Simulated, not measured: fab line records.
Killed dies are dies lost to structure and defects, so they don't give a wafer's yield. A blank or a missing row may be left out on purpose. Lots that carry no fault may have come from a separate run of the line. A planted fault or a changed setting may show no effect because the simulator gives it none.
fab line records | flow n5-finfet
record: lots: 7 | wafers: 39
route steps=1938 shown WELL_APT@31 FIN_CUT@173 SD_EPI_N@269 HKMG_FIN@438 BEOL_M0_SAQP@638 BEOL_M2@844 BEOL_M4@1037 BEOL_M5@1160 BEOL_M8@1332 BEOL_M11@1592 BEOL_M12@1602 BEOL_M15@1827 PASSIVATION@1916
start-h: the number of hours between the record's first day and the start of the first shown wafer of the lot | wait-h: hours from the lot's prior step to this one | " repeats the value in the row above | L1.1+2: one row covering several wafers at once | - value missing, or start not given | * or withheld: withheld | < > ~ a bound
route shown NAME@n: a module of which the file shows steps, and the number in the route of the first | usual: the fault-free wafers' mean and standard deviation | same: alike in all rows | chamber/n: place in a boat | sites: each site's reading | _std_site: standard deviation across them | _edge_site: inner sites' mean taken away from outer sites' mean | radius-mm: how far each site lies from the wafer's centre | mask NAME#n: copy n | behind: the most recent tool/chamber to have shaped the wafer | hold: why the lot was held/for how many hours/how that ended | device: whichever transistor did not switch (one of n, p or np) | end of line: tests of these same wafers at the route's end | a step without rows: its recipe alone | killed: the dies lost at the first sort to structure and to defects; this is not the yield of the wafer | map: per-die view of a wafer (x killed, . not killed, _ where there is no die)
set.NAME: setting as actually run; set.NAME@STEP: the setting as run at that earlier step | model.NAME: the simulator's own value behind a step, which no gauge read
lots whose settings were changed on purpose; a table a step, a row a wafer
== steps ==
step: N5_WELL_APT_DESCUM_13
recipe: chemistry: O2 | time-s: 7.9 | source-power-w: 50 | bias-power-w: 20 | pressure-mtorr: 20 | rf-frequency-hz: 2.712e+07 | temp-c: 40 | o2-flow-sccm: 225
step: N5_FIN_CUT_CUT_ETCH_26
recipe: chemistry: CH3F/O2 | target: SiNx | target-depth-a: 390 | mask-material: SOC | time-s: 55.7 | pressure-mtorr: 30 | source-w: 395 | bias-w: 73 | Ar_flow_sccm: 150 | CH3F_flow_sccm: 30 | O2_flow_sccm: 20 | ion-energy-ev: 120
step: N5_SD_EPI_N_DEVELOP_08
recipe: develop-time-s: 30 | developer: TMAH | resist: CAR-ArF-block | dev-temp-c: 23 | rinse-liquid: diw | dry: air-spin
step: N5_HKMG_FIN_ETCH_35
recipe: chemistry: N2/H2 | target: SOC | target-depth-a: 2158 | ion-energy-ev: 65 | bias-w: 5 | source-w: 3000 | time-s: 243.4 | pressure-mtorr: 30 | n2-flow-sccm: 200 | h2-flow-sccm: 200
step: N5_BEOL_M0_SAQP_PECVD_04
recipe: material: a-Si | target-thk-a: 600 | temp-c: 350 | precursor: SiH4/He | pressure-torr: 3 | rf-w: 100 | time-s: 60.2
step: N5_BEOL_M2_HM_DEP_02
recipe: material: TiN | target-thk-a: 200 | temp-c: 25 | chamber-pressure-pa: 0.49996
step: N5_BEOL_M2_TRENCH_ETCH_37
recipe: chemistry: C4F6/O2 | target-depth-a: 555.55 | target: SiOC | time-s: 29.2 | ion-energy-ev: 250 | pressure-mtorr: 30 | source-w: 355 | bias-w: 185 | Ar_flow_sccm: 300 | C4F6_flow_sccm: 10 | O2_flow_sccm: 10
step: N5_BEOL_M4_DESCUM_16
recipe: chemistry: O2 | time-s: 7 | source-power-w: 50 | bias-power-w: 20 | pressure-mtorr: 20 | rf-frequency-hz: 2.712e+07 | temp-c: 40 | resist: CAR-EUV | o2-flow-sccm: 225
step: N5_BEOL_M5_TRENCH_ETCH_37
recipe: chemistry: C4F6/O2 | target-depth-a: 716.52 | target: SiCOH_lowk | time-s: 24.7 | ion-energy-ev: 250 | pressure-mtorr: 30 | source-w: 345 | bias-w: 185 | Ar_flow_sccm: 300 | C4F6_flow_sccm: 10 | O2_flow_sccm: 10
step: N5_BEOL_M8_ILD_DEP_00
recipe: material: SiCOH_lowk | target-thk-a: 1797.5 | temp-c: 300 | precursor: DEMS/porogen | pressure-torr: 5 | rf-w: 500 | time-s: 33.4
step: N5_BEOL_M11_CVD_75
recipe: material: Co | target-thk-a: 20 | temp-c: withheld | precursor: CCTBA/H2 | pressure-torr: 30 | time-s: 138.9
step: N5_BEOL_M12_ILD_DEP_00
recipe: material: SiOC | target-thk-a: 6589.2 | temp-c: 350 | precursor: DEMS/O2 | pressure-torr: 5 | rf-w: 500 | time-s: 130.7
step: N5_BEOL_M15_DEP_53
recipe: material: SiCN | target-thk-a: 500 | temp-c: withheld | precursor: 3MS/NH3 | pressure-torr: 3 | rf-w: 675 | time-s: 17.8
step: N5_PASSIVATION_PECVD_35
recipe: material: SiNx | target-thk-a: 7000 | temp-c: 400 | precursor: SiH4/NH3/N2 | pressure-torr: 4.9 | rf-w: 1406 | time-s: 151.3
step: N5_PASSIVATION_PROBE_49
usual: killed_at_M0_to_M3: 38/11
lot.wafer | tool      | chamber | start-h | wait-h | set.time-s@WELL_APT_DESCUM_13 | set.time-s@FIN_CUT_CUT_ETCH_26 | set.develop-time-s@SD_EPI_N_DEVELOP_08 | set.target-depth-a@HKMG_FIN_ETCH_35 | set.time-s@BEOL_M0_SAQP_PECVD_04 | set.target-thk-a@BEOL_M2_HM_DEP_02 | set.target-depth-a@BEOL_M2_TRENCH_ETCH_37 | set.time-s@BEOL_M4_DESCUM_16 | set.target-depth-a@BEOL_M5_TRENCH_ETCH_37 | set.time-s@BEOL_M8_ILD_DEP_00 | set.target-thk-a@BEOL_M11_CVD_75 | set.target-thk-a@BEOL_M12_ILD_DEP_00 | set.target-thk-a@BEOL_M15_DEP_53 | set.time-s@PASSIVATION_PECVD_35 | killed_at_M0_to_M3
L074.1    | prober-02 | -       | 469.24  | 0.0    | 7.9                           | 55.7                           | 12.22                                  | 1643                                | 60.2                             | 200                                | 555.55                                    | 7                            | 716.52                                    | 33.4                          | 11                               | 6589.2                               | 337                              | 181.4                           | 28
L074.2    | prober-02 | -       | 469.29  | 0.1    | 6.054                         | 55.7                           | 30                                     | 2158                                | 60.2                             | 200                                | 555.55                                    | 7                            | 716.52                                    | 33.4                          | 20                               | 6589.2                               | 500                              | 151.3                           | 51
L074.3    | prober-02 | -       | 469.34  | 0.1    | 6.054                         | 41.72                          | 12.22                                  | 2158                                | 60.2                             | 200                                | 555.55                                    | 7                            | 716.52                                    | 33.4                          | 20                               | 7935                                 | 337                              | 181.4                           | 34
L074.4    | prober-02 | -       | 469.39  | 0.2    | 7.9                           | 55.7                           | 30                                     | 2158                                | 60.2                             | 200                                | 555.55                                    | 8.994                        | 716.52                                    | 33.4                          | 11                               | 7935                                 | 500                              | 181.4                           | 45
L074.5    | prober-02 | -       | 469.44  | 0.2    | 6.054                         | 41.72                          | 12.22                                  | 1643                                | 60.2                             | 200                                | 555.55                                    | 8.994                        | 716.52                                    | 33.4                          | 20                               | 7935                                 | 337                              | 151.3                           | 48
L074.6    | prober-02 | -       | 469.49  | 0.3    | 7.9                           | 41.72                          | 30                                     | 1643                                | 60.2                             | 200                                | 555.55                                    | 8.994                        | 716.52                                    | 33.4                          | 11                               | 6589.2                               | 500                              | 151.3                           | 36
L080.1    | prober-02 | -       | 474.68  | 0.0    | 7.9                           | 77.08                          | 12.02                                  | 2158                                | 60.2                             | 110.7                              | 266                                       | 2.959                        | 716.52                                    | 18.95                         | 20                               | 6589.2                               | 221.1                            | 151.3                           | 1093
L080.2    | prober-02 | -       | 474.73  | 0.1    | 7.9                           | 77.08                          | 30                                     | 2158                                | 38.76                            | 200                                | 555.55                                    | 7                            | 716.52                                    | 18.95                         | 20                               | 8781                                 | 500                              | 151.3                           | 48
L080.3    | prober-02 | -       | 474.78  | 0.1    | 10.68                         | 77.08                          | 12.02                                  | 1435                                | 38.76                            | 110.7                              | 555.55                                    | 7                            | 716.52                                    | 33.4                          | 15.28                            | 6589.2                               | 500                              | 151.3                           | 61
L080.4    | prober-02 | -       | 474.83  | 0.2    | 10.68                         | 55.7                           | 12.02                                  | 2158                                | 38.76                            | 200                                | 266                                       | 2.959                        | 716.52                                    | 33.4                          | 20                               | 8781                                 | 500                              | 65.77                           | 1085
L080.5    | prober-02 | -       | 474.88  | 0.2    | 7.9                           | 55.7                           | 30                                     | 1435                                | 60.2                             | 200                                | 555.55                                    | 2.959                        | 716.52                                    | 18.95                         | 15.28                            | 8781                                 | 221.1                            | 65.77                           | 49
L080.6    | prober-02 | -       | 474.93  | 0.3    | 10.68                         | 55.7                           | 30                                     | 1435                                | 60.2                             | 110.7                              | 266                                       | 7                            | 716.52                                    | 33.4                          | 15.28                            | 6589.2                               | 221.1                            | 65.77                           | 1084
L086.2    | prober-02 | -       | 517.92  | 0.1    | 7.9                           | 55.7                           | 30                                     | 2158                                | 60.2                             | 200                                | 555.55                                    | 7                            | 716.52                                    | 33.4                          | 20                               | 6589.2                               | 500                              | 151.3                           | 26
L086.3    | prober-02 | -       | 517.97  | 0.1    | 7.9                           | 55.7                           | 30                                     | 2158                                | 60.2                             | 200                                | 555.55                                    | 7                            | 716.52                                    | 33.4                          | 20                               | 6589.2                               | 500                              | 151.3                           | 39
L086.6    | prober-02 | -       | 518.12  | 0.3    | 7.9                           | 55.7                           | 30                                     | 2158                                | 60.2                             | 200                                | 555.55                                    | 7                            | 716.52                                    | 33.4                          | 20                               | 6589.2                               | 500                              | 151.3                           | 34
L090.1    | prober-01 | -       | 524.43  | 0.0    | 7.9                           | 55.7                           | 30                                     | 1241                                | 60.2                             | 200                                | 651.3                                     | 7                            | 716.52                                    | 40.18                         | 20                               | 5062                                 | 276.1                            | 151.3                           | 45
L090.2    | prober-01 | -       | 524.48  | 0.1    | 7.9                           | 55.7                           | 36.92                                  | 1241                                | 60.2                             | 311.4                              | 555.55                                    | 7                            | 716.52                                    | 33.4                          | 20                               | 6589.2                               | 500                              | 151.3                           | 1099
L090.3    | prober-01 | -       | 524.53  | 0.1    | 10.98                         | 55.7                           | 30                                     | 1241                                | 60.2                             | 311.4                              | 555.55                                    | 7                            | 461.1                                     | 40.18                         | 20                               | 5062                                 | 500                              | 184.8                           | 1113
L090.4    | prober-01 | -       | 524.58  | 0.2    | 10.98                         | 55.7                           | 36.92                                  | 2158                                | 60.2                             | 200                                | 555.55                                    | 7                            | 716.52                                    | 33.4                          | 14.52                            | 5062                                 | 276.1                            | 184.8                           | 59
L090.5    | prober-01 | -       | 524.63  | 0.2    | 10.98                         | 55.7                           | 30                                     | 2158                                | 60.2                             | 200                                | 651.3                                     | 7                            | 461.1                                     | 40.18                         | 14.52                            | 6589.2                               | 276.1                            | 184.8                           | 48
L090.6    | prober-01 | -       | 524.68  | 0.3    | 7.9                           | 55.7                           | 36.92                                  | 2158                                | 60.2                             | 311.4                              | 651.3                                     | 7                            | 461.1                                     | 33.4                          | 14.52                            | 6589.2                               | 500                              | 151.3                           | 1115
L095.1    | prober-01 | -       | 550.27  | 0.0    | 7.9                           | 55.7                           | 15.2                                   | 2158                                | 60.2                             | 200                                | 261.6                                     | 10.79                        | 1063                                      | 14.85                         | 20                               | 4095                                 | 500                              | 86.76                           | 1105
L095.2    | prober-01 | -       | 550.32  | 0.1    | 7.9                           | 55.7                           | 30                                     | 957.2                               | 60.2                             | 200                                | 261.6                                     | 7                            | 716.52                                    | 14.85                         | 31.39                            | 6589.2                               | 500                              | 86.76                           | 1146
L095.3    | prober-01 | -       | 550.37  | 0.1    | 7.9                           | 55.7                           | 30                                     | 957.2                               | 42.89                            | 200                                | 261.6                                     | 10.79                        | 716.52                                    | 33.4                          | 20                               | 6589.2                               | 500                              | 151.3                           | 1102
L095.4    | prober-01 | -       | 550.42  | 0.2    | 7.9                           | 55.7                           | 30                                     | 2158                                | 42.89                            | 200                                | 555.55                                    | 7                            | 716.52                                    | 14.85                         | 31.39                            | 4095                                 | 500                              | 151.3                           | 39
L095.5    | prober-01 | -       | 550.47  | 0.2    | 7.9                           | 55.7                           | 15.2                                   | 2158                                | 60.2                             | 200                                | 555.55                                    | 7                            | 1063                                      | 33.4                          | 20                               | 4095                                 | 500                              | 86.76                           | 35
L095.6    | prober-01 | -       | 550.52  | 0.3    | 7.9                           | 55.7                           | 15.2                                   | 957.2                               | 42.89                            | 200                                | 555.55                                    | 10.79                        | 1063                                      | 33.4                          | 31.39                            | 6589.2                               | 500                              | 151.3                           | 35
L093.1    | prober-01 | -       | 554.74  | 0.0    | 7.9                           | 55.7                           | 23.55                                  | 2158                                | 88.36                            | 200                                | 555.55                                    | 7                            | 317.5                                     | 26.11                         | 20                               | 9694                                 | 500                              | 151.3                           | 80
L093.2    | prober-01 | -       | 554.79  | 0.1    | 7.9                           | 55.7                           | 30                                     | 2158                                | 60.2                             | 231.7                              | 555.55                                    | 7                            | 716.52                                    | 26.11                         | 20                               | 6589.2                               | 500                              | 127.4                           | 50
L093.3    | prober-01 | -       | 554.84  | 0.1    | 7.9                           | 55.7                           | 30                                     | 2158                                | 60.2                             | 200                                | 555.55                                    | 8.929                        | 716.52                                    | 33.4                          | 20                               | 9694                                 | 500                              | 127.4                           | 48
L093.4    | prober-01 | -       | 554.89  | 0.2    | 7.9                           | 68.87                          | 30                                     | 2158                                | 88.36                            | 231.7                              | 555.55                                    | 7                            | 317.5                                     | 33.4                          | 20                               | 6589.2                               | 500                              | 151.3                           | 157
L093.5    | prober-01 | -       | 554.94  | 0.2    | 7.9                           | 68.87                          | 23.55                                  | 2158                                | 88.36                            | 231.7                              | 555.55                                    | 8.929                        | 716.52                                    | 26.11                         | 20                               | 9694                                 | 500                              | 151.3                           | 174
L093.6    | prober-01 | -       | 554.99  | 0.3    | 7.9                           | 68.87                          | 23.55                                  | 2158                                | 60.2                             | 200                                | 555.55                                    | 8.929                        | 317.5                                     | 33.4                          | 20                               | 6589.2                               | 500                              | 127.4                           | 63
L097.1    | prober-02 | -       | 572.01  | 0.0    | 7.9                           | 55.7                           | 30                                     | 2158                                | 60.2                             | 80.87                              | 555.55                                    | 4.999                        | 716.52                                    | 33.4                          | 20                               | 3288                                 | 500                              | 151.3                           | 32
L097.2    | prober-02 | -       | 572.06  | 0.1    | 7.9                           | 75.46                          | 30                                     | 2158                                | 60.2                             | 200                                | 555.55                                    | 4.999                        | 716.52                                    | 42.36                         | 25.49                            | 6589.2                               | 500                              | 187.9                           | 46
L097.3    | prober-02 | -       | 572.11  | 0.1    | 7.9                           | 75.46                          | 23.01                                  | 2680                                | 60.2                             | 200                                | 555.55                                    | 7                            | 716.52                                    | 42.36                         | 20                               | 6589.2                               | 500                              | 187.9                           | 28
L097.4    | prober-02 | -       | 572.16  | 0.2    | 7.9                           | 55.7                           | 30                                     | 2680                                | 80.59                            | 80.87                              | 555.55                                    | 7                            | 716.52                                    | 33.4                          | 20                               | 6589.2                               | 500                              | 151.3                           | 26
L097.5    | prober-02 | -       | 572.21  | 0.2    | 7.9                           | 75.46                          | 23.01                                  | 2680                                | 80.59                            | 80.87                              | 555.55                                    | 4.999                        | 716.52                                    | 42.36                         | 25.49                            | 3288                                 | 500                              | 151.3                           | 31
L097.6    | prober-02 | -       | 572.26  | 0.3    | 7.9                           | 55.7                           | 23.01                                  | 2158                                | 80.59                            | 200                                | 555.55                                    | 7                            | 716.52                                    | 33.4                          | 25.49                            | 3288                                 | 500                              | 187.9                           | 44
killed by level:class
L074.1 PASSIVATION:area-pecvd=1071 MOL_CONTACT_COAG:geometric-particle:open=20 STI_FIN_REVEAL:geometric-particle:open=12 BEOL_M4:geometric-particle:open=8 MOL_CONTACT_COAG:geometric-particle:short=7 BEOL_M0_SAQP:geometric-particle:open=7 DUMMY_GATE:geometric-particle:open=6 FIN_SAQP:geometric-particle:open=5
L074.2 BEOL_M0_SAQP:geometric-particle:short=14 BEOL_M0_SAQP:geometric-particle:open=13 STI_FIN_REVEAL:geometric-particle:open=12 MOL_CONTACT_COAG:geometric-particle:open=10 BEOL_M2:geometric-particle:open=9 BEOL_M4:geometric-particle:open=8 FIN_SAQP:geometric-particle:open=6 BEOL_M1:geometric-particle:open=6
L074.3 PASSIVATION:area-pecvd=1055 MOL_CONTACT_COAG:geometric-particle:open=15 BEOL_M4:geometric-particle:open=9 GATE_CUT:geometric-particle:short=8 BEOL_M1:geometric-particle:open=8 BEOL_M2:geometric-particle:open=6 FIN_SAQP:geometric-particle:short=5 STI_FIN_REVEAL:geometric-particle:open=5
L074.4 PASSIVATION:area-pecvd=1063 STI_FIN_REVEAL:geometric-particle:open=15 MOL_CONTACT_COAG:geometric-particle:open=15 BEOL_M2:geometric-particle:open=8 BEOL_M3:geometric-particle:open=8 MOL_CONTACT_COAG:geometric-particle:short=7 BEOL_M0_SAQP:geometric-particle:short=7 BEOL_M0_SAQP:geometric-particle:open=7
L074.5 MOL_CONTACT_COAG:geometric-particle:open=11 BEOL_M2:geometric-particle:open=10 STI_FIN_REVEAL:geometric-particle:open=8 BEOL_M3:geometric-particle:open=8 BEOL_M0_SAQP:geometric-particle:short=7 BEOL_M1:geometric-particle:open=7 BEOL_M0:geometric-particle:open=6 STARTING-WAFER:geometric-particle:short=6
L074.6 MOL_CONTACT_COAG:geometric-particle:open=16 STI_FIN_REVEAL:geometric-particle:open=15 BEOL_M0_SAQP:geometric-particle:open=11 FIN_SAQP:geometric-particle:short=10 BEOL_M2:geometric-particle:open=6 BEOL_M1:geometric-particle:open=6 BEOL_M3:geometric-particle:open=5 ILD0:geometric-particle:open=4
L080.1 BEOL_M2:area-ecd=1044 MOL_CONTACT_COAG:geometric-particle:open=16 BEOL_M0_SAQP:geometric-particle:open=16 BEOL_M8:area-dep=12 FIN_SAQP:geometric-particle:short=10 DUMMY_GATE:geometric-particle:open=9 BEOL_M0_SAQP:geometric-particle:short=9 BEOL_M2:geometric-particle:open=7
L080.2 BEOL_M8:area-dep=496 MOL_CONTACT_COAG:geometric-particle:open=13 BEOL_M2:geometric-particle:open=13 STI_FIN_REVEAL:geometric-particle:open=9 BEOL_M0_SAQP:geometric-particle:short=8 FIN_SAQP:geometric-particle:open=7 FIN_SAQP:geometric-particle:short=7 BEOL_M0_SAQP:geometric-particle:open=7
L080.3 MOL_CONTACT_COAG:geometric-particle:open=15 BEOL_M0_SAQP:geometric-particle:open=14 BEOL_M4:geometric-particle:open=12 BEOL_M0_SAQP:geometric-particle:short=11 BEOL_M2:geometric-particle:open=9 BEOL_M3:geometric-particle:open=8 FIN_SAQP:geometric-particle:open=6 BEOL_M0:geometric-particle:open=5
L080.4 BEOL_M2:area-ecd=1022 MOL_CONTACT_COAG:geometric-particle:open=18 BEOL_M0_SAQP:geometric-particle:short=14 BEOL_M2:geometric-particle:open=13 FIN_SAQP:geometric-particle:short=12 BEOL_M0_SAQP:geometric-particle:open=10 BEOL_M3:geometric-particle:open=10 DUMMY_GATE:geometric-particle:open=9
L080.5 BEOL_M8:area-dep=940 BEOL_M0_SAQP:geometric-particle:open=13 BEOL_M0_SAQP:geometric-particle:short=10 FIN_SAQP:geometric-particle:open=9 MOL_CONTACT_COAG:geometric-particle:open=7 BEOL_M1:geometric-particle:open=7 BEOL_M4:geometric-particle:open=7 STI_FIN_REVEAL:geometric-particle:open=6
L080.6 BEOL_M2:area-ecd=1042 MOL_CONTACT_COAG:geometric-particle:open=20 FIN_SAQP:geometric-particle:short=13 FIN_SAQP:geometric-particle:open=10 BEOL_M2:geometric-particle:open=8 BEOL_M0_SAQP:geometric-particle:short=8 GATE_CUT:geometric-particle:short=6 BEOL_M4:geometric-particle:open=6
L086.2 MOL_CONTACT_COAG:geometric-particle:open=18 FIN_SAQP:geometric-particle:open=17 STI_FIN_REVEAL:geometric-particle:open=12 BEOL_M2:geometric-particle:open=8 BEOL_M0_SAQP:geometric-particle:short=7 FIN_SAQP:geometric-particle:short=6 DUMMY_GATE:geometric-particle:open=5 ILD0:geometric-particle:open=5
L086.3 BEOL_M1:geometric-particle:open=15 FIN_SAQP:geometric-particle:open=14 MOL_CONTACT_COAG:geometric-particle:open=12 STI_FIN_REVEAL:geometric-particle:open=10 FIN_SAQP:geometric-particle:short=7 BEOL_M3:geometric-particle:open=6 BEOL_M2:geometric-particle:open=6 BEOL_M4:geometric-particle:open=6
L086.6 STI_FIN_REVEAL:geometric-particle:open=19 FIN_SAQP:geometric-particle:open=15 BEOL_M2:geometric-particle:open=13 MOL_CONTACT_COAG:geometric-particle:open=10 FIN_SAQP:geometric-particle:short=9 STI_FIN_REVEAL:geometric-particle:short=6 BEOL_M1:geometric-particle:open=5 STARTING-WAFER:geometric-particle:open=4
L090.1 BEOL_M1:geometric-particle:open=13 FIN_SAQP:geometric-particle:open=10 BEOL_M3:geometric-particle:open=9 BEOL_M4:geometric-particle:open=8 MOL_CONTACT_COAG:geometric-particle:open=7 GATE_CUT:geometric-particle:short=6 BEOL_M2:geometric-particle:open=6 BEOL_M3:geometric-particle:short=5
L090.2 BEOL_M2:area-open=1063 FIN_SAQP:geometric-particle:open=11 BEOL_M3:geometric-particle:open=9 FIN_SAQP:geometric-particle:short=8 BEOL_M4:geometric-particle:open=8 MOL_CONTACT_COAG:geometric-particle:open=6 BEOL_M1:geometric-particle:open=6 STI_FIN_REVEAL:geometric-particle:open=5
L090.3 BEOL_M2:area-open=1063 BEOL_M3:geometric-particle:open=14 BEOL_M1:geometric-particle:open=13 FIN_SAQP:geometric-particle:open=12 BEOL_M2:geometric-particle:open=12 FIN_SAQP:geometric-particle:short=9 BEOL_M4:geometric-particle:open=7 STI_FIN_REVEAL:geometric-particle:open=6
L090.4 PASSIVATION:area-pecvd=1037 BEOL_M3:geometric-particle:open=27 FIN_SAQP:geometric-particle:open=13 MOL_CONTACT_COAG:geometric-particle:open=13 FIN_SAQP:geometric-particle:short=10 BEOL_M0_SAQP:geometric-particle:short=8 BEOL_M4:geometric-particle:open=8 GATE_CUT:geometric-particle:short=7
L090.5 PASSIVATION:area-pecvd=1026 BEOL_M5:area-ecd=37 FIN_SAQP:geometric-particle:open=15 BEOL_M1:geometric-particle:open=10 BEOL_M0_SAQP:geometric-particle:short=9 BEOL_M3:geometric-particle:open=9 BEOL_M0_SAQP:geometric-particle:open=8 BEOL_M4:geometric-particle:open=8
L090.6 BEOL_M2:area-open=1062 BEOL_M1:geometric-particle:open=20 FIN_SAQP:geometric-particle:open=13 BEOL_M4:geometric-particle:open=11 MOL_CONTACT_COAG:geometric-particle:open=11 BEOL_M3:geometric-particle:open=9 BEOL_M0_SAQP:geometric-particle:short=8 BEOL_M0_SAQP:geometric-particle:open=7
L095.1 BEOL_M2:area-ecd=1067 MOL_CONTACT_COAG:geometric-particle:open=19 BEOL_M0_SAQP:geometric-particle:short=14 BEOL_M0_SAQP:geometric-particle:open=12 HKMG_FIN:area-etch=12 FIN_SAQP:geometric-particle:short=6 BEOL_M3:geometric-particle:open=5 FIN_SAQP:geometric-particle:open=4
L095.2 BEOL_M2:area-ecd=1098 BEOL_M0_SAQP:geometric-particle:open=17 BEOL_M0_SAQP:geometric-particle:short=17 MOL_CONTACT_COAG:geometric-particle:open=5 BEOL_M2:geometric-particle:open=4 FIN_SAQP:geometric-particle:open=3 DUMMY_GATE:geometric-particle:open=3 BEOL_M3:geometric-particle:open=3
L095.3 BEOL_M2:area-ecd=1074 BEOL_M4:geometric-particle:open=13 FIN_SAQP:geometric-particle:short=8 STI_FIN_REVEAL:geometric-particle:open=6 BEOL_M0_SAQP:geometric-particle:short=6 BEOL_M0_SAQP:geometric-particle:open=6 FIN_SAQP:geometric-particle:open=5 MOL_CONTACT_COAG:geometric-particle:open=5
L095.4 BEOL_M8:area-dep=1076 BEOL_M0_SAQP:geometric-particle:open=12 BEOL_M0_SAQP:geometric-particle:short=12 GATE_CUT:geometric-particle:short=8 BEOL_M2:geometric-particle:open=8 MOL_CONTACT_COAG:geometric-particle:open=6 STI_FIN_REVEAL:geometric-particle:open=5 DUMMY_GATE:geometric-particle:short=4
L095.5 BEOL_M0_SAQP:geometric-particle:short=10 STI_FIN_REVEAL:geometric-particle:open=9 BEOL_M4:geometric-particle:open=9 BEOL_M0_SAQP:geometric-particle:open=7 BEOL_M2:geometric-particle:open=7 BEOL_M3:geometric-particle:open=7 BEOL_M5:area-etch=7 FIN_SAQP:geometric-particle:open=5
L095.6 MOL_CONTACT_COAG:geometric-particle:open=14 BEOL_M4:geometric-particle:open=11 BEOL_M0_SAQP:geometric-particle:short=10 BEOL_M2:geometric-particle:open=8 FIN_SAQP:geometric-particle:open=7 BEOL_M0_SAQP:geometric-particle:open=6 GATE_CUT:geometric-particle:short=5 BEOL_M2:geometric-particle:short=4
L093.1 BEOL_M5:area-ecd=1010 BEOL_M0_SAQP:area-etch=31 STI_FIN_REVEAL:geometric-particle:open=20 BEOL_M2:geometric-particle:open=18 BEOL_M3:geometric-particle:open=14 MOL_CONTACT_COAG:geometric-particle:open=12 BEOL_M0_SAQP:geometric-particle:short=7 STI_FIN_REVEAL:geometric-particle:short=6
L093.2 BEOL_M3:geometric-particle:open=18 STI_FIN_REVEAL:geometric-particle:open=10 BEOL_M2:geometric-particle:open=9 HKMG_FIN:area-etch=8 BEOL_M4:geometric-particle:open=7 MOL_CONTACT_COAG:geometric-particle:open=7 BEOL_M3:geometric-particle:short=6 FIN_SAQP:geometric-particle:short=5
L093.3 BEOL_M3:geometric-particle:open=13 BEOL_M2:geometric-particle:open=8 FIN_SAQP:geometric-particle:open=7 BEOL_M3:geometric-particle:short=7 STARTING-WAFER:geometric-particle:short=7 MOL_CONTACT_COAG:geometric-particle:open=7 BEOL_M0_SAQP:geometric-particle:open=7 FIN_SAQP:geometric-particle:short=5
L093.4 BEOL_M5:area-ecd=934 BEOL_M0_SAQP:area-etch=117 BEOL_M3:geometric-particle:open=16 BEOL_M2:geometric-particle:open=9 MOL_CONTACT_COAG:geometric-particle:open=8 BEOL_M4:geometric-particle:open=8 FIN_SAQP:geometric-particle:short=7 STI_FIN_REVEAL:geometric-particle:open=6
L093.5 BEOL_M0_SAQP:area-etch=111 BEOL_M3:geometric-particle:open=25 STI_FIN_REVEAL:geometric-particle:open=14 BEOL_M2:geometric-particle:open=9 BEOL_M0_SAQP:geometric-particle:short=6 BEOL_M1:geometric-particle:open=6 BEOL_M3:geometric-particle:short=6 STI_FIN_REVEAL:geometric-particle:short=5
L093.6 BEOL_M5:area-ecd=538 BEOL_M5:area-etch=483 BEOL_M3:geometric-particle:open=19 FIN_SAQP:geometric-particle:open=18 FIN_SAQP:geometric-particle:short=15 BEOL_M2:geometric-particle:open=15 HKMG_FIN:area-etch=15 BEOL_M1:geometric-particle:open=9
L097.1 BEOL_M12:area-dep=135 FIN_SAQP:geometric-particle:short=10 FIN_SAQP:geometric-particle:open=10 BEOL_M4:geometric-particle:open=9 BEOL_M2:geometric-particle:open=9 BEOL_M3:geometric-particle:open=9 MOL_CONTACT_COAG:geometric-particle:open=7 HKMG_FIN:area-etch=5
L097.2 PASSIVATION:area-pecvd=1034 FIN_SAQP:geometric-particle:short=20 FIN_SAQP:geometric-particle:open=19 MOL_CONTACT_COAG:geometric-particle:open=13 BEOL_M0_SAQP:geometric-particle:open=10 BEOL_M0_SAQP:geometric-particle:short=9 BEOL_M3:geometric-particle:open=9 BEOL_M2:geometric-particle:open=8
L097.3 PASSIVATION:area-pecvd=1092 BEOL_M3:geometric-particle:open=11 FIN_SAQP:geometric-particle:open=10 MOL_CONTACT_COAG:geometric-particle:open=9 FIN_SAQP:geometric-particle:short=8 GATE_CUT:geometric-particle:short=5 BEOL_M3:geometric-particle:short=5 GATE_CUT:geometric-particle:open=4
L097.4 FIN_SAQP:geometric-particle:short=19 BEOL_M4:geometric-particle:open=14 FIN_SAQP:geometric-particle:open=12 MOL_CONTACT_COAG:geometric-particle:open=10 BEOL_M0_SAQP:geometric-particle:short=9 STI_FIN_REVEAL:geometric-particle:open=6 DUMMY_GATE:geometric-particle:open=5 BEOL_M0_SAQP:geometric-particle:open=5
L097.5 BEOL_M12:area-dep=145 FIN_SAQP:geometric-particle:open=15 FIN_SAQP:geometric-particle:short=9 BEOL_M0_SAQP:geometric-particle:short=9 BEOL_M0_SAQP:geometric-particle:open=8 BEOL_M2:geometric-particle:open=7 MOL_CONTACT_COAG:geometric-particle:open=7 STI_FIN_REVEAL:geometric-particle:open=5
L097.6 PASSIVATION:area-pecvd=1002 BEOL_M12:area-dep=54 BEOL_M0_SAQP:geometric-particle:short=18 FIN_SAQP:geometric-particle:open=10 BEOL_M0_SAQP:geometric-particle:open=10 MOL_CONTACT_COAG:geometric-particle:open=9 STI_FIN_REVEAL:geometric-particle:open=8 BEOL_M3:geometric-particle:open=8
== key ==
split: step: N5_WELL_APT_DESCUM_13 | setting: time-s | stated-as: 7.9
response none clear
split: step: N5_FIN_CUT_CUT_ETCH_26 | setting: time-s | stated-as: 55.7
response none clear
split: step: N5_SD_EPI_N_DEVELOP_08 | setting: develop-time-s | stated-as: 30
response none clear
split: step: N5_HKMG_FIN_ETCH_35 | setting: target-depth-a | stated-as: 2158
response none clear
split: step: N5_BEOL_M0_SAQP_PECVD_04 | setting: time-s | stated-as: 60.2
response none clear
split: step: N5_BEOL_M2_HM_DEP_02 | setting: target-thk-a | stated-as: 200
response none clear
split: step: N5_BEOL_M2_TRENCH_ETCH_37 | setting: target-depth-a | stated-as: 555.55
response: step: N5_PASSIVATION_PROBE_49 | reading: killed_at_M0_to_M3 | slope: -20.6 | per: 1% | together-with: all | explained: 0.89
split: step: N5_BEOL_M4_DESCUM_16 | setting: time-s | stated-as: 7
response none clear
split: step: N5_BEOL_M5_TRENCH_ETCH_37 | setting: target-depth-a | stated-as: 716.52
response none clear
split: step: N5_BEOL_M8_ILD_DEP_00 | setting: time-s | stated-as: 33.4
response none clear
split: step: N5_BEOL_M11_CVD_75 | setting: target-thk-a | stated-as: 20
response none clear
split: step: N5_BEOL_M12_ILD_DEP_00 | setting: target-thk-a | stated-as: 6589.2
response none clear
split: step: N5_BEOL_M15_DEP_53 | setting: target-thk-a | stated-as: 500
response none clear
split: step: N5_PASSIVATION_PECVD_35 | setting: time-s | stated-as: 151.3
response none clear
